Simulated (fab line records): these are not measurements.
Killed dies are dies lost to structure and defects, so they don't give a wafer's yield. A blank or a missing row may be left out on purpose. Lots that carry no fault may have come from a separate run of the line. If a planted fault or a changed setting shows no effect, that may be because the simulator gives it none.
Chamber matching :: flow n5Finfet :: 4 sister chambers for N5_GATE_CUT_CMP_23 on cmp-02
The step polishes, stops on SiO2, t overpolish 23.4 s, target thk 16 nm. 8 wafers are shown with their chamber, then 11 later ones without.

== WAFERS WITH THEIR CHAMBER ==
wafer: L080.5
chamber: 1
motorCurrentA (A): 8.0
timeToEndpointS (s): 15.0

wafer: L085.6
chamber: 1
motorCurrentA (A): 7.9
timeToEndpointS (s): 17.3

wafer: L089.2
chamber: 2
motorCurrentA (A): 6.6
timeToEndpointS (s): 19.7

wafer: L089.5
chamber: 3
motorCurrentA (A): 10.2
timeToEndpointS (s): 17.8

wafer: L091.2
chamber: 3
motorCurrentA (A): 10.1
timeToEndpointS (s): 18.3

wafer: L091.4
chamber: 2
motorCurrentA (A): 6.6
timeToEndpointS (s): 18.5

wafer: L091.5
chamber: 0
motorCurrentA (A): 8.7
timeToEndpointS (s): 17.2

wafer: L092.1
chamber: 0
motorCurrentA (A): 8.2
timeToEndpointS (s): 17.4

== WAFERS WITHOUT THEIR CHAMBER ==
wafer: L092.2
motorCurrentA (A): 6.7
timeToEndpointS (s): 16.1

wafer: L092.3
motorCurrentA (A): 9.8
timeToEndpointS (s): 15.3

wafer: L094.2
motorCurrentA (A): 10.1
timeToEndpointS (s): 14.6

wafer: L094.3
motorCurrentA (A): 6.7
timeToEndpointS (s): 19.2

wafer: L094.4
motorCurrentA (A): 8.0
timeToEndpointS (s): 15.5

wafer: L096.2
motorCurrentA (A): 7.6
timeToEndpointS (s): 19.1

wafer: L096.3
motorCurrentA (A): 6.7
timeToEndpointS (s): 19.2

wafer: L096.5
motorCurrentA (A): 6.6
timeToEndpointS (s): 21.5

wafer: L097.2
motorCurrentA (A): 6.4
timeToEndpointS (s): 20.4

wafer: L097.4
motorCurrentA (A): 8.4
timeToEndpointS (s): 18.7

wafer: L097.6
motorCurrentA (A): 10.4
timeToEndpointS (s): 16.1

== WHICH CHAMBER EACH WENT THROUGH ==
wafer: L092.2
from the rows above: 2
in truth: 2

wafer: L092.3
from the rows above: 3
in truth: 3

wafer: L094.2
from the rows above: 3
in truth: 3

wafer: L094.3
from the rows above: 2
in truth: 2

wafer: L094.4
from the rows above: 1
in truth: 1

wafer: L096.2
from the rows above: can't be placed: 1 or 0 or 2
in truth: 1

wafer: L096.3
from the rows above: 2
in truth: 2

wafer: L096.5
from the rows above: 2
in truth: 2

wafer: L097.2
from the rows above: 2
in truth: 2

wafer: L097.4
from the rows above: 0
in truth: 0

wafer: L097.6
from the rows above: 3
in truth: 3
Correctly placed: 10 of 11. These rows do not allow placing 1 (true chamber among the candidates in 1). 0 placed wrongly.
How it was worked out, from the rows above alone: a wafer's distance from a chamber is the root of the sum, over the readings, of the square of ((its reading less the chamber's mean) divided by the reading's scatter). If the next closest chamber is less than 2 further off than the closest, the wafer can't be placed; otherwise it belongs to the closest. For every chamber, the mean is computed from those of its wafers that are shown. How the scatter is found: for the shown wafers, subtract from each reading the mean of its chamber, square and add these, divide the total by (wafers less chambers), then take the root.
